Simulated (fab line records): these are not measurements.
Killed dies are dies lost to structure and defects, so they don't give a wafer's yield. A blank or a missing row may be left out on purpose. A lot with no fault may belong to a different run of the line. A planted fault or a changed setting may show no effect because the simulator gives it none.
fab line records ; flow nand_harc
record: lots: 7; wafers: 21; last_day: 25
route steps=1159 shown A_CONTACT@937 END@1159
lots untouched by any fault: they come from a run of this same line in which no faults occurred
start_h: start of the lot's first displayed wafer, in hours after the record's first day ; wait_h: hours elapsed since this lot's preceding step ; " repeats the value in the row above ; L1.1+2: a single row standing in for several wafers ; - no value, or no start given ; * or withheld: withheld ; < > ~ a bound
route shown NAME@n: names a module that has steps shown in the file, with the first one's number in the route ; usual: mean/standard deviation taken from wafers without a fault ; same: alike in all rows ; chamber/n: place in a boat ; sites: readings site by site ; _std_site: standard deviation across them ; _edge_site: mean of outer sites minus mean of inner sites ; radius_mm: how far each site lies from the wafer's centre ; mask NAME#n: copy n ; behind: tool/chamber where the wafer was last shaped ; hold: why the lot was held/for how many hours/how that ended ; device: the n, p or np transistor that did not switch ; end of line: tests run on the same wafers once the route is complete ; for a step that has no rows: nothing shown but its recipe ; killed: not the wafer's yield, but the dies lost to structure and defects at the first sort ; map: the dies of a wafer, with x for killed, . for not killed, _ for no die there
set.NAME: the run value of the setting; set.NAME@STEP: its run value at that earlier step ; model.NAME: the simulator's own value behind a step, which no gauge read
certain route steps with their lots: each step a table, each wafer a row
services: from which hour (start_h, from the record's first day; less than 0 if before it) a tool's chamber was out of use, for how many hours, and why
== steps ==
step: NHARC_A_CONTACT_INSPECT_10
usual: raw_defect_count: 30/15
lot.wafer;tool;chamber;start_h;wait_h;raw_defect_count
L975.2;defect_inspect-02;-;401.97;0.0;30
L975.3;defect_inspect-02;-;401.97;0.0;23
L975.5;defect_inspect-02;-;401.97;0.0;24
L982.2;defect_inspect-01;-;426.74;0.0;37
L982.5;defect_inspect-01;-;426.74;0.0;41
L982.6;defect_inspect-01;-;426.74;0.0;46
L981.2;defect_inspect-01;-;441.53;0.0;20
L981.4;defect_inspect-01;-;441.53;0.0;27
L981.6;defect_inspect-01;-;441.53;0.0;28
L983.1;defect_inspect-02;-;444.69;0.0;35
L983.5;defect_inspect-02;-;444.69;0.0;35
L983.6;defect_inspect-02;-;444.69;0.0;28
L993.1;defect_inspect-01;-;497.53;0.0;41
L993.4;defect_inspect-01;-;497.53;0.0;39
L993.6;defect_inspect-01;-;497.53;0.0;40
L995.1;defect_inspect-02;-;511.84;0.0;11
L995.2;defect_inspect-02;-;511.84;0.0;25
L995.3;defect_inspect-02;-;511.84;0.0;17
L996.3;defect_inspect-01;-;526.50;0.0;18
L996.4;defect_inspect-01;-;526.50;0.0;19
L996.6;defect_inspect-01;-;526.50;0.0;23
step: NHARC_A_CONTACT_DESCUM_13
recipe: time_s: 3; o2_flow_sccm: 200; ar_flow_sccm: 0; bias_power_w: 0; chemistry: O2
step: NHARC_A_CONTACT_ETCH_88
recipe: target_depth_a: 390; over_etch_frac: 0.3; time_s: 65; ion_energy_ev: 80; cf4_flow_sccm: 150; ar_flow_sccm: 0; rf_w: 300; bias_w: 100; chemistry: CF4
usual: bias_w: 99.99/0.29; cf4_flow_sccm: 150.1/0.47; drypump_motor_current_A: 5.7/0.36; oes_product_au: 0.996/0.011; rf_vpp_V: 151.5/1.4; showerhead_plenum_p_Torr: 1.78/0.093; throttle_valve_pct: 13.284/0.0092
lot.wafer;tool;chamber;start_h;wait_h;bias_w;cf4_flow_sccm;drypump_motor_current_A;oes_product_au;rf_hours_counter_h;rf_vpp_V;showerhead_plenum_p_Torr;throttle_valve_pct
L975.3;rie_diel-03;1;402.11;0.1;100.14;150.1;6.4;0.995;0;151.4;1.66;13.295
L975.2;rie_diel-03;3;402.11;0.1;100.36;149.5;5.2;1.001;0;151.5;1.91;13.297
L975.5;rie_diel-03;1;402.11;0.1;100.03;150.1;6.4;0.992;-;150.1;1.66;13.282
L982.2;rie_diel-03;0;426.89;0.1;99.93;150.2;5.5;1.000;4;150.0;1.77;13.279
L982.6;rie_diel-03;3;426.89;0.1;99.71;149.9;5.3;0.994;-;152.7;1.91;13.293
L982.5;rie_diel-03;0;426.89;0.1;100.25;150.1;5.6;0.985;-;149.4;1.77;13.279
L981.2;rie_diel-13;3;441.67;0.1;100.35;150.5;6.0;1.009;59;149.0;1.63;13.287
L981.4;rie_diel-13;2;441.67;0.1;99.67;150.8;5.3;1.009;52;151.4;1.81;13.293
L981.6;rie_diel-13;3;441.67;0.1;100.78;149.8;6.1;0.997;-;148.1;1.63;13.299
L983.1;rie_diel-05;1;444.85;0.1;100.01;150.4;5.6;1.008;36;150.2;1.68;13.280
L983.5;rie_diel-05;0;444.85;0.1;99.97;149.8;6.3;1.011;-;150.6;1.76;13.280
L983.6;rie_diel-05;1;444.85;0.1;100.03;149.5;5.6;1.020;-;150.8;1.68;13.272
L993.4;rie_diel-13;3;497.68;0.1;100.01;149.6;6.0;1.001;12;154.0;1.90;13.295
L993.1;rie_diel-13;2;497.68;0.1;100.39;149.9;5.3;0.998;13;151.7;1.80;13.283
L993.6;rie_diel-13;3;497.68;0.1;99.82;149.5;6.0;1.002;-;153.4;1.91;13.272
L995.1;rie_diel-03;3;512.53;0.6;99.79;149.8;5.3;0.993;20;153.4;1.90;13.287
L995.2;rie_diel-03;1;512.53;0.6;99.89;149.6;6.4;0.988;19;150.2;1.65;13.292
L995.3;rie_diel-03;2;512.53;0.6;99.88;150.6;5.7;0.993;19;152.2;1.86;13.287
L996.4;rie_diel-03;2;526.64;0.1;99.74;150.2;5.7;0.988;23;153.4;1.86;13.279
L996.3;rie_diel-03;3;526.64;0.1;99.66;150.1;5.3;0.999;24;153.7;1.90;13.280
L996.6;rie_diel-03;2;526.64;0.1;99.92;150.2;5.7;0.995;-;152.7;1.86;13.295
step: NHARC_A_CONTACT_ETCH_89
recipe: target_depth_a: 2600; over_etch_frac: 0.3; time_s: 475.3; ion_energy_ev: 200; n2_flow_sccm: 150; h2_flow_sccm: 150; ar_flow_sccm: 0; rf_w: 400; bias_w: 150; chemistry: N2/H2
usual: bias_w: 150.1/0.44; chamber_pressure_mTorr: 30.001/0.026; drypump_motor_current_A: 5.7/0.36; h2_flow_sccm: 150.0/0.45; oes_product_au: 0.995/0.012; rf_vpp_V: 431/3.4; showerhead_plenum_p_Torr: 2.06/0.12; throttle_valve_pct: 14.172/0.0089
lot.wafer;tool;chamber;start_h;wait_h;bias_w;chamber_pressure_mTorr;drypump_motor_current_A;h2_flow_sccm;oes_product_au;rf_hours_counter_h;rf_vpp_V;showerhead_plenum_p_Torr;throttle_valve_pct
L975.3;rie_diel-03;2;-;-;150.1;29.967;5.7;150.5;0.989;0;435;2.16;14.177
L975.2;rie_diel-03;0;-;-;151.0;29.967;5.6;150.4;0.988;0;432;2.04;14.165
L975.5;rie_diel-03;2;-;-;150.0;29.995;5.7;150.6;0.990;-;433;2.16;14.157
L982.2;rie_diel-03;0;-;-;150.1;29.988;5.6;150.2;0.989;4;430;2.04;14.180
L982.6;rie_diel-03;0;-;-;150.2;29.940;5.6;149.6;0.996;-;431;2.04;14.186
L982.5;rie_diel-03;1;-;-;149.4;29.967;6.4;150.5;0.983;-;425;1.89;14.169
L981.2;rie_diel-13;1;-;-;149.5;30.028;5.8;150.5;0.968;59;425;1.88;14.180
L981.4;rie_diel-13;3;-;-;150.5;29.970;6.1;149.6;0.999;59;425;1.87;14.172
L981.6;rie_diel-13;1;-;-;150.1;30.031;5.8;150.4;0.979;-;426;1.88;14.182
L983.1;rie_diel-05;1;-;-;150.0;30.026;5.6;150.2;1.002;37;428;1.93;14.168
L983.6;rie_diel-05;1;-;-;150.3;29.993;5.6;149.9;0.999;-;427;1.93;14.155
L983.5;rie_diel-05;2;-;-;149.8;30.023;5.6;149.4;0.989;-;430;2.07;14.175
L993.1;rie_diel-13;2;-;-;149.6;30.043;5.3;149.7;0.993;13;431;2.09;14.167
L993.4;rie_diel-13;3;-;-;150.0;30.010;6.1;149.2;1.020;12;434;2.21;14.184
L993.6;rie_diel-13;0;-;-;150.5;29.970;5.6;150.0;0.996;-;431;2.01;14.178
L995.3;rie_diel-03;1;-;-;150.1;30.042;6.4;150.2;0.998;19;426;1.89;14.166
L995.1;rie_diel-03;2;-;-;151.4;30.047;5.7;151.2;0.991;20;433;2.16;14.165
L995.2;rie_diel-03;3;-;-;149.6;30.009;5.2;150.2;1.003;21;435;2.21;14.183
L996.3;rie_diel-03;2;-;-;149.7;29.981;5.7;149.9;0.983;23;435;2.16;14.184
L996.4;rie_diel-03;3;-;-;149.6;29.992;5.3;150.2;1.005;24;435;2.21;14.165
L996.6;rie_diel-03;0;-;-;149.6;30.046;5.5;149.6;0.985;-;431;2.03;14.180
step: NHARC_A_CONTACT_ETCH_30
recipe: target_depth_a: 605; time_s: 30.2; cf4_flow_sccm: 100; chf3_flow_sccm: 30; ar_flow_sccm: 0; rf_w: 500; bias_w: 200; chemistry: CF4/CHF3
step: NHARC_A_CONTACT_ETCH_31
recipe: target_depth_a: 20000; over_etch_frac: 0.3; time_s: 520; ion_energy_ev: 150; o2_flow_sccm: 400; cos_flow_sccm: 20; ar_flow_sccm: 0; rf_w: 500; bias_w: 300; chemistry: O2/COS
step: NHARC_A_CONTACT_ETCH_134
recipe: source_w: withheld; pressure_mtorr: 20; bias_v: withheld; time_s: 140; target_depth_a: 7000; ar_flow_sccm: withheld; c4f8_flow_sccm: withheld; o2_flow_sccm: withheld; chemistry: C4F8/O2/Ar
usual: chamber_pressure_mTorr: 20.002/0.019; oes_air_line_au: 1.000/0.021
lot.wafer;tool;chamber;start_h;wait_h;chamber_pressure_mTorr;oes_air_line_au;rf_hours_counter_h
L975.2;har_cap_etch-01;1;403.07;-;20.013;1.009;61
L975.3;har_cap_etch-01;1;403.07;-;20.008;1.006;-
L975.5;har_cap_etch-01;1;403.07;-;20.001;1.010;-
L982.2;har_cap_etch-02;1;427.80;-;20.033;1.014;19
L982.5;har_cap_etch-02;1;427.80;-;19.979;1.026;-
L982.6;har_cap_etch-02;0;427.80;-;19.995;1.024;-
L981.2;har_cap_etch-01;0;442.59;-;20.003;0.969;66
L981.4;har_cap_etch-01;0;442.59;-;19.963;0.975;-
L981.6;har_cap_etch-01;1;442.59;-;20.014;1.015;-
L983.1;har_cap_etch-01;1;445.75;-;19.984;1.009;67
L983.6;har_cap_etch-01;1;445.75;-;20.026;0.992;-
L983.5;har_cap_etch-01;0;445.75;-;20.023;0.996;-
L993.1;har_cap_etch-02;0;498.69;-;19.987;0.995;32
L993.4;har_cap_etch-02;0;498.69;-;19.959;0.959;-
L993.6;har_cap_etch-02;1;498.69;-;19.976;1.004;-
L995.1;har_cap_etch-01;1;513.97;-;20.003;1.000;80
L995.2;har_cap_etch-01;0;513.97;-;20.008;1.046;80
L995.3;har_cap_etch-01;0;513.97;-;19.991;1.020;-
L996.3;har_cap_etch-02;1;527.63;-;19.998;0.962;-
L996.4;har_cap_etch-02;0;527.63;-;19.998;1.011;-
L996.6;har_cap_etch-02;1;527.63;-;20.007;0.971;-
step: NHARC_A_CONTACT_ETCH_135
recipe: source_w: withheld; pressure_mtorr: 20; bias_v: 3000; time_s: 132; target_depth_a: 12870; ar_flow_sccm: withheld; c4f8_flow_sccm: withheld; o2_flow_sccm: withheld; chemistry: C4F8/O2/Ar
usual: chamber_pressure_mTorr: 20.002/0.018; oes_air_line_au: 1.002/0.02
lot.wafer;tool;chamber;start_h;wait_h;chamber_pressure_mTorr;oes_air_line_au;rf_hours_counter_h
L975.2;har_cap_etch-01;1;403.25;0.2;20.033;0.995;61
L975.3;har_cap_etch-01;1;403.25;0.2;19.992;0.978;-
L975.5;har_cap_etch-01;1;403.25;0.2;20.013;0.999;-
L982.2;har_cap_etch-02;1;428.00;0.2;20.020;0.996;20
L982.5;har_cap_etch-02;1;428.00;0.2;19.963;0.998;-
L982.6;har_cap_etch-02;0;428.00;0.2;19.984;0.995;-
L981.2;har_cap_etch-01;0;442.79;0.2;20.006;1.018;66
L981.4;har_cap_etch-01;0;442.79;0.2;20.005;0.983;-
L981.6;har_cap_etch-01;1;442.79;0.2;19.996;1.010;-
L983.1;har_cap_etch-01;1;445.96;0.2;20.010;1.019;67
L983.6;har_cap_etch-01;1;445.96;0.2;20.001;0.989;-
L983.5;har_cap_etch-01;0;445.96;0.2;19.980;1.020;-
L993.1;har_cap_etch-02;0;498.89;0.2;20.006;1.028;32
L993.4;har_cap_etch-02;0;498.89;0.2;20.021;1.024;-
L993.6;har_cap_etch-02;1;498.89;0.2;20.026;1.013;-
L995.1;har_cap_etch-01;1;514.17;0.2;20.014;0.998;80
L995.2;har_cap_etch-01;0;514.17;0.2;19.989;1.018;80
L995.3;har_cap_etch-01;0;514.17;0.2;19.981;1.024;-
L996.3;har_cap_etch-02;1;527.80;0.1;20.013;1.026;-
L996.4;har_cap_etch-02;0;527.80;0.1;20.015;0.980;-
L996.6;har_cap_etch-02;1;527.80;0.1;20.042;1.001;-
step: NHARC_A_CONTACT_ETCH_136
recipe: source_w: withheld; pressure_mtorr: 20; bias_v: 3000; time_s: 132; target_depth_a: 12870; ar_flow_sccm: withheld; c4f8_flow_sccm: withheld; o2_flow_sccm: withheld; chemistry: C4F8/O2/Ar
step: NHARC_A_CONTACT_ETCH_137
recipe: source_w: withheld; pressure_mtorr: 20; bias_v: 3000; time_s: 132; target_depth_a: 12870; ar_flow_sccm: withheld; c4f8_flow_sccm: withheld; o2_flow_sccm: withheld; chemistry: C4F8/O2/Ar
step: NHARC_A_CONTACT_ETCH_138
recipe: source_w: withheld; pressure_mtorr: 20; bias_v: 3000; time_s: 132; target_depth_a: 12890; ar_flow_sccm: withheld; c4f8_flow_sccm: withheld; o2_flow_sccm: withheld; chemistry: C4F8/O2/Ar
usual: chamber_pressure_mTorr: 19.998/0.019; oes_air_line_au: 1.003/0.02
lot.wafer;tool;chamber;start_h;wait_h;chamber_pressure_mTorr;oes_air_line_au;rf_hours_counter_h
L975.2;har_cap_etch-01;1;403.62;0.1;20.013;1.018;62
L975.3;har_cap_etch-01;1;403.62;0.1;19.981;1.004;-
L975.5;har_cap_etch-01;1;403.62;0.1;19.992;1.013;-
L982.2;har_cap_etch-02;1;428.36;0.1;20.003;0.981;20
L982.5;har_cap_etch-02;1;428.36;0.1;19.980;0.998;-
L982.6;har_cap_etch-02;0;428.36;0.1;19.992;1.007;-
L981.2;har_cap_etch-01;0;443.15;0.1;19.993;0.997;66
L981.4;har_cap_etch-01;0;443.15;0.1;19.990;0.988;-
L981.6;har_cap_etch-01;1;443.15;0.1;19.996;0.980;-
L983.1;har_cap_etch-01;1;446.32;0.1;19.950;0.980;67
L983.6;har_cap_etch-01;1;446.32;0.1;20.010;0.968;-
L983.5;har_cap_etch-01;0;446.32;0.1;19.977;1.008;-
L993.1;har_cap_etch-02;0;499.25;0.1;20.001;1.011;33
L993.4;har_cap_etch-02;0;499.25;0.1;19.981;1.010;-
L993.6;har_cap_etch-02;1;499.25;0.1;20.005;1.011;-
L995.1;har_cap_etch-01;1;514.53;0.1;19.987;0.972;80
L995.2;har_cap_etch-01;0;514.53;0.1;20.007;1.015;80
L995.3;har_cap_etch-01;0;514.53;0.1;19.984;1.020;-
L996.3;har_cap_etch-02;1;528.17;0.1;19.986;1.007;-
L996.4;har_cap_etch-02;0;528.17;0.1;19.982;0.993;-
L996.6;har_cap_etch-02;1;528.17;0.1;19.945;1.007;-
step: NHARC_A_CONTACT_ETCH_139
recipe: source_w: withheld; pressure_mtorr: 20; bias_v: 400; time_s: 137; target_depth_a: 5900; ar_flow_sccm: withheld; c4f8_flow_sccm: 11.5; o2_flow_sccm: 7.2; chemistry: C4F8/O2/Ar
step: NHARC_A_CONTACT_ETCH_92
recipe: target_depth_a: 400; over_etch_frac: 0.5; time_s: 85.7; ion_energy_ev: 120; ch3f_flow_sccm: 50; o2_flow_sccm: 30; ar_flow_sccm: 200; rf_w: 500; bias_w: 100; chemistry: CH3F/O2
usual: bias_w: 100.0/0.31; ch3f_flow_sccm: 50.00/0.14; drypump_motor_current_A: 5.7/0.37; oes_product_au: 0.932/0.026; rf_vpp_V: 244.4/2; showerhead_plenum_p_Torr: 2.46/0.13; throttle_valve_pct: 20.664/0.0092
lot.wafer;tool;chamber;start_h;wait_h;bias_w;ch3f_flow_sccm;drypump_motor_current_A;oes_product_au;rf_hours_counter_h;rf_vpp_V;showerhead_plenum_p_Torr;throttle_valve_pct
L975.3;rie_diel-05;0;404.12;0.3;100.2;49.99;6.3;0.931;23;243.7;2.45;20.669
L975.2;rie_diel-05;2;404.12;0.3;99.9;50.02;5.6;0.921;23;244.6;2.50;20.672
L975.5;rie_diel-05;0;404.12;0.3;100.2;50.20;6.3;0.926;-;244.5;2.45;20.656
L982.2;rie_diel-03;0;428.93;0.4;-;-;-;-;-;-;-;-
L982.5;rie_diel-03;1;428.93;0.4;-;-;-;-;-;-;-;-
L982.6;rie_diel-03;2;428.93;0.4;-;-;-;-;-;-;-;-
L981.4;rie_diel-03;3;443.69;0.3;-;-;-;-;-;-;-;-
L981.2;rie_diel-03;0;443.69;0.3;-;-;-;-;-;-;-;-
L981.6;rie_diel-03;3;443.69;0.3;-;-;-;-;-;-;-;-
L983.1;rie_diel-03;2;446.97;0.5;-;-;-;-;-;-;-;-
L983.5;rie_diel-03;2;446.97;0.5;-;-;-;-;-;-;-;-
L983.6;rie_diel-03;3;446.97;0.5;-;-;-;-;-;-;-;-
L993.4;rie_diel-03;1;499.82;0.3;99.9;49.89;6.4;0.919;16;241.6;2.29;20.675
L993.1;rie_diel-03;2;499.82;0.3;99.7;50.01;5.7;0.911;16;247.0;2.59;20.658
L993.6;rie_diel-03;3;499.82;0.3;100.2;50.13;5.3;0.925;-;248.2;2.65;20.673
L995.3;rie_diel-03;1;515.06;0.2;99.5;50.03;6.4;0.906;20;241.0;2.29;20.644
L995.1;rie_diel-03;2;515.06;0.2;99.4;50.00;5.7;0.915;20;248.0;2.59;20.673
L995.2;rie_diel-03;3;515.06;0.2;100.5;49.80;5.3;0.929;21;248.3;2.65;20.661
L996.4;rie_diel-03;1;528.73;0.3;100.0;50.16;6.4;0.921;23;242.6;2.29;20.648
L996.3;rie_diel-03;2;528.73;0.3;100.1;50.07;5.7;0.925;23;245.3;2.59;20.666
L996.6;rie_diel-03;1;528.73;0.3;99.7;50.19;6.4;0.917;-;242.8;2.29;20.660
step: NHARC_A_CONTACT_ETCH_98
recipe: target_depth_a: 200; over_etch_frac: 0.5; time_s: 10; ion_energy_ev: 250; c4f6_flow_sccm: 25; o2_flow_sccm: 20; ar_flow_sccm: 500; rf_w: 600; bias_w: 500; chemistry: C4F6/O2
step: NHARC_END_SORT_01
recipe: temp_c: 25
usual: killed_at_array: 25/9.2; killed_at_other: 0.9/1.3; killed_at_periphery: 3.3/2.3; killed_dies: 29/9.6; killed_open: 3.2/1.8; killed_short: 2/1.4
same: gross_dies: 677
lot.wafer;tool;chamber;start_h;wait_h;killed_at_array;killed_at_other;killed_at_periphery;killed_dies;killed_open;killed_short
L982.2;prober-02;0;478.93;2.8;671;4;2;677;6;1
L982.5;prober-02;0;481.31;3.7;672;1;4;677;3;1
L982.6;prober-02;0;482.11;4.0;670;4;3;677;3;0
L983.1;prober-02;0;497.85;2.5;668;3;6;677;4;3
L983.5;prober-02;0;500.99;3.6;672;3;2;677;1;1
L983.6;prober-02;0;501.78;3.9;674;1;2;677;5;1
L981.2;prober-01;0;498.65;2.8;674;0;3;677;6;0
L981.4;prober-01;0;500.26;3.4;675;0;2;677;1;2
L981.6;prober-01;0;501.87;4.0;676;0;1;677;4;0
killed by level:class
L982.2 A_CONTACT:area_etch=639 A_CHANNEL_HOLE_D1:chamber_film_flake=7 A_SLIT:chamber_film_flake=5 A_CONTACT:chamber_film_flake=4 A_STAIRCASE:chamber_film_flake=4 THIN_TSV:chamber_film_flake=4 A_M0:geometric_particle:open=3 A_CHANNEL_FILL_D1:chamber_film_flake=2
L982.5 A_CONTACT:area_etch=639 A_CHANNEL_HOLE_D1:chamber_film_flake=11 A_SLIT:chamber_film_flake=6 A_M0:chamber_film_flake=5 P_ZERO_WELL:chamber_film_flake=4 A_CONTACT:chamber_film_flake=3 A_WL_FILL:chamber_film_flake=2 A_ONON_D1:geometric_particle:open=1
L982.6 A_CONTACT:area_etch=631 A_CHANNEL_HOLE_D1:chamber_film_flake=21 A_SLIT:chamber_film_flake=8 THIN_TSV:chamber_film_flake=4 A_SGD_CUT:chamber_film_flake=3 P_CONTACT:geometric_particle:open=2 A_WL_FILL:chamber_film_flake=2 A_CONTACT:chamber_film_flake=2
L983.1 A_CONTACT:area_etch=634 A_CHANNEL_HOLE_D1:chamber_film_flake=20 A_STAIRCASE:chamber_film_flake=4 A_CONTACT:chamber_film_flake=3 THIN_TSV:chamber_film_flake=3 P_BONDPAD:chamber_film_flake=2 A_SGD_CUT:chamber_film_flake=2 P_M0:geometric_particle:short=1
L981.2 A_CONTACT:area_etch=651 A_SLIT:chamber_film_flake=6 A_CHANNEL_HOLE_D1:chamber_film_flake=4 A_WL_FILL:chamber_film_flake=3 A_CONTACT:chamber_film_flake=3 A_M0:geometric_particle:open=2 P_ZERO_WELL:chamber_film_flake=2 P_CONTACT:geometric_particle:open=1
L981.4 A_CONTACT:area_etch=659 A_SLIT:chamber_film_flake=7 P_ZERO_WELL:chamber_film_flake=2 A_CHANNEL_HOLE_D1:chamber_film_flake=2 A_WL_FILL:chamber_film_flake=2 A_STAIRCASE:geometric_particle:short=1 A_CONTACT:geometric_particle:open=1 A_M0:geometric_particle:short=1
L983.5 A_CONTACT:area_etch=649 A_CHANNEL_HOLE_D1:chamber_film_flake=11 A_STAIRCASE:chamber_film_flake=6 THIN_TSV:chamber_film_flake=3 A_SGD_CUT:chamber_film_flake=3 A_CONTACT:chamber_film_flake=2 P_M1:geometric_particle:open=1 A_CONTACT:geometric_particle:short=1
L983.6 A_CONTACT:area_etch=642 A_CHANNEL_HOLE_D1:chamber_film_flake=15 A_CONTACT:chamber_film_flake=5 A_STAIRCASE:chamber_film_flake=3 A_M0:geometric_particle:open=2 P_BONDPAD:chamber_film_flake=2 A_SGD_CUT:chamber_film_flake=2 A_ONON_D1:geometric_particle:open=1
L981.6 A_CONTACT:area_etch=654 A_SLIT:chamber_film_flake=5 A_STAIRCASE:chamber_film_flake=4 A_WL_FILL:chamber_film_flake=4 A_M0:geometric_particle:open=2 A_CHANNEL_HOLE_D1:chamber_film_flake=2 A_CONTACT:chamber_film_flake=2 A_BLC:geometric_particle:open=1
map L981.2 (x killed, . not)
____________x____________
_________xxxxxxx_________
_______xxxxxxxxxxx_______
______xxxxxxxxxxxxx______
_____xxxxxxxxxxxxxxx_____
____xxxxxxxxxxxxxxxxx____
____xxxxxxxxxxxxxxxxx____
___xxxxxxxxxxxxxxxxxxx___
___xxxxxxxxxxxxxxxxxxx___
__xxxxxxxxxxxxxxxxxxxxx__
__xxxxxxxxxxxxxxxxxxxxx__
_xxxxxxxxxxxxxxxxxxxxxxx_
_xxxxxxxxxxxxxxxxxxxxxxx_
_xxxxxxxxxxxxxxxxxxxxxxx_
_xxxxxxxxxxxxxxxxxxxxxxx_
_xxxxxxxxxxxxxxxxxxxxxxx_
xxxxxxxxxxxxxxxxxxxxxxxxx
xxxxxxxxxxxxxxxxxxxxxxxxx
xxxxxxxxxxxxxxxxxxxxxxxxx
xxxxxxxxxxxxxxxxxxxxxxxxx
xxxxxxxxxxxxxxxxxxxxxxxxx
_xxxxxxxxxxxxxxxxxxxxxxx_
_xxxxxxxxxxxxxxxxxxxxxxx_
_xxxxxxxxxxxxxxxxxxxxxxx_
_xxxxxxxxxxxxxxxxxxxxxxx_
_xxxxxxxxxxxxxxxxxxxxxxx_
__xxxxxxxxxxxxxxxxxxxxx__
__xxxxxxxxxxxxxxxxxxxxx__
___xxxxxxxxxxxxxxxxxxx___
___xxxxxxxxxxxxxxxxxxx___
____xxxxxxxxxxxxxxxxx____
____xxxxxxxxxxxxxxxxx____
_____xxxxxxxxxxxxxxx_____
______xxxxxxxxxxxxx______
_______xxxxxxxxxxx_______
_________xxxxxxx_________
____________x____________
map L982.2 (x killed, . not)
____________x____________
_________xxxxxxx_________
_______xxxxxxxxxxx_______
______xxxxxxxxxxxxx______
_____xxxxxxxxxxxxxxx_____
____xxxxxxxxxxxxxxxxx____
____xxxxxxxxxxxxxxxxx____
___xxxxxxxxxxxxxxxxxxx___
___xxxxxxxxxxxxxxxxxxx___
__xxxxxxxxxxxxxxxxxxxxx__
__xxxxxxxxxxxxxxxxxxxxx__
_xxxxxxxxxxxxxxxxxxxxxxx_
_xxxxxxxxxxxxxxxxxxxxxxx_
_xxxxxxxxxxxxxxxxxxxxxxx_
_xxxxxxxxxxxxxxxxxxxxxxx_
_xxxxxxxxxxxxxxxxxxxxxxx_
xxxxxxxxxxxxxxxxxxxxxxxxx
xxxxxxxxxxxxxxxxxxxxxxxxx
xxxxxxxxxxxxxxxxxxxxxxxxx
xxxxxxxxxxxxxxxxxxxxxxxxx
xxxxxxxxxxxxxxxxxxxxxxxxx
_xxxxxxxxxxxxxxxxxxxxxxx_
_xxxxxxxxxxxxxxxxxxxxxxx_
_xxxxxxxxxxxxxxxxxxxxxxx_
_xxxxxxxxxxxxxxxxxxxxxxx_
_xxxxxxxxxxxxxxxxxxxxxxx_
__xxxxxxxxxxxxxxxxxxxxx__
__xxxxxxxxxxxxxxxxxxxxx__
___xxxxxxxxxxxxxxxxxxx___
___xxxxxxxxxxxxxxxxxxx___
____xxxxxxxxxxxxxxxxx____
____xxxxxxxxxxxxxxxxx____
_____xxxxxxxxxxxxxxx_____
______xxxxxxxxxxxxx______
_______xxxxxxxxxxx_______
_________xxxxxxx_________
____________x____________
== services ==
tool;chamber;start_h;hours;kind
rie_diel-03;-;392.30;9.0;pm
rie_diel-03;0;392.30;9.0;vent_cycle
rie_diel-03;1;392.30;9.0;vent_cycle
rie_diel-03;2;392.30;9.0;vent_cycle
rie_diel-03;3;392.30;9.0;vent_cycle
rie_diel-03;0;401.30;-;clean
rie_diel-03;1;401.30;-;clean
rie_diel-03;2;401.30;-;clean
rie_diel-03;3;401.30;-;clean
rie_diel-03;3;401.30;-;consumable_replace:focus_ring
rie_diel-03;3;401.30;-;consumable_replace:showerhead
rie_diel-13;2;402.42;2.0;repair
rie_diel-13;-;417.30;0.8;repair
rie_diel-03;0;425.80;-;clean
rie_diel-03;1;425.80;-;clean
rie_diel-03;2;425.80;-;clean
rie_diel-03;3;425.80;-;clean
rie_diel-03;0;450.30;-;clean
rie_diel-03;1;450.30;-;clean
rie_diel-03;2;450.30;-;clean
rie_diel-13;-;453.19;9.0;pm
rie_diel-03;0;507.85;12.3;repair
rie_diel-13;0;517.28;4.2;repair
rie_diel-05;-;517.68;9.0;pm
== key ==
first_sign: step: NHARC_A_CONTACT_ETCH_92; reading: tool_record; direction: missing
effect: step: NHARC_END_SORT_01; reading: killed_at_array; direction: up; sigmas: 70; usual: 25; struck: 672
more_kills_born_at: NHARC_A_CONTACT_ETCH_92@rie_diel-03: 5798
met_at NHARC_A_CONTACT_ETCH_92
struck_wafers L981.2,L981.4,L981.6,L982.2,L982.5,L982.6,L983.1,L983.5,L983.6
later_rows_left_out L981.2,L981.4,L981.6,L982.2,L982.5,L982.6,L983.1,L983.5,L983.6
tester_left_out L981,L982,L983
fault: kind: skipped_step_whole; tool: rie_diel-03; chamber: -; onset_h: 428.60; steps: NHARC_A_CONTACT_ETCH_92; scope: struck_lots_only
tester_left_out: of these lots the tester's yield and bins aren't shown, on N5 and GAA mostly nor the transistor test; their killed dies are dies lost to structure and defects alone, not to doping, threshold or leakage, so they don't give the yield
later_rows_left_out: the simulator's readings of these wafers behind a module that went badly wrong aren't trusted and aren't shown, but for the sort
